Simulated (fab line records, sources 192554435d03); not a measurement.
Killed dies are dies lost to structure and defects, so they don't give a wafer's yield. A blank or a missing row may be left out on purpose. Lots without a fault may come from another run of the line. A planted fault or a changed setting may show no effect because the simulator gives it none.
Chamber matching | flow n5_finfet | N5_MOL_CONTACT_COAG_ETCH_110 on rie_diel-06: 4 sister chambers
The step etches Si in CF4/O2, target depth 2.5 nm, time 8 s. 22 wafers are shown with their chamber, then 11 later ones without.

WAFERS WITH THEIR CHAMBER
wafer  | chamber | drypump_motor_current_A (A) | showerhead_plenum_p_Torr (Torr) | throttle_valve_pct (%)
L074.1 | 0       | 4.9                         | 2.19                            | 10.56
L074.2 | 3       | 5.8                         | 2.23                            | 10.93
L074.3 | 1       | 5.2                         | 2.24                            | 10.63
L078.1 | 3       | 5.7                         | 2.23                            | 10.98
L078.5 | 3       | 5.8                         | 2.23                            | 10.97
L078.6 | 0       | 4.9                         | 2.19                            | 10.57
L081.1 | 1       | 5.1                         | 2.24                            | 10.68
L081.3 | 2       | 6.6                         | 2.29                            | 11.04
L081.5 | 1       | 5.2                         | 2.24                            | 10.67
L085.2 | 3       | 5.8                         | 2.22                            | 10.99
L085.3 | 0       | 4.9                         | 2.18                            | 10.63
L085.4 | 1       | 5.1                         | 2.23                            | 10.69
L086.1 | 0       | 4.9                         | 2.18                            | 10.62
L086.3 | 2       | 6.6                         | 2.29                            | 11.07
L086.4 | 3       | 5.8                         | 2.22                            | 11.03
L087.2 | 1       | 5.2                         | 2.23                            | 10.71
L087.3 | 0       | 4.9                         | 2.18                            | 10.62
L087.5 | 0       | 4.9                         | 2.18                            | 10.63
L090.1 | 0       | 4.9                         | 2.18                            | 10.64
L090.5 | 0       | 4.9                         | 2.18                            | 10.65
L090.6 | 3       | 5.8                         | 2.22                            | 11.03
L092.1 | 1       | 5.2                         | 2.23                            | 10.73

SIGNATURES (means of the wafers above)
reading                  | chamber 0 | chamber 1 | chamber 2 | chamber 3 | scatter within a chamber
drypump_motor_current_A  | 4.900     | 5.167     | 6.600     | 5.783     | 0.0347
showerhead_plenum_p_Torr | 2.1825    | 2.2350    | 2.2900    | 2.2250    | 0.005
throttle_valve_pct       | 10.6150   | 10.6850   | 11.0550   | 10.9883   | 0.0342
Rule: a wafer's distance from a chamber is the root of the sum, over the readings, of the square of ((its reading less the chamber's mean) divided by the reading's scatter). The wafer belongs to the nearest chamber; if the next one is less than 2 further off, it can't be placed. The scatter: the root of (the sum of the squares of (reading less its chamber's mean) over the shown wafers, divided by (wafers less chambers)).

WAFERS WITHOUT THEIR CHAMBER
wafer  | drypump_motor_current_A (A) | showerhead_plenum_p_Torr (Torr) | throttle_valve_pct (%)
L092.2 | 4.9                         | 2.18                            | 10.66
L092.4 | 5.8                         | 2.22                            | 11.03
L093.3 | 6.6                         | 2.28                            | 11.11
L093.5 | 5.1                         | 2.23                            | 10.74
L093.6 | 4.9                         | 2.18                            | 10.67
L094.2 | 5.8                         | 2.22                            | 11.05
L094.5 | 4.9                         | 2.18                            | 10.67
L094.6 | 5.1                         | 2.23                            | 10.75
L097.1 | 6.6                         | 2.28                            | 11.13
L097.2 | 5.1                         | 2.23                            | 10.76
L097.6 | 4.9                         | 2.17                            | 10.70

WHICH CHAMBER EACH WENT THROUGH
wafer  | from the rows above | in truth
L092.2 | 0                   | 0
L092.4 | 3                   | 3
L093.3 | 2                   | 2
L093.5 | 1                   | 1
L093.6 | 0                   | 0
L094.2 | 3                   | 3
L094.5 | 0                   | 0
L094.6 | 1                   | 1
L097.1 | 2                   | 2
L097.2 | 1                   | 1
L097.6 | 0                   | 0
Placed correctly: 11 of 11. Can't be placed from these rows: 0. Placed wrongly: 0.
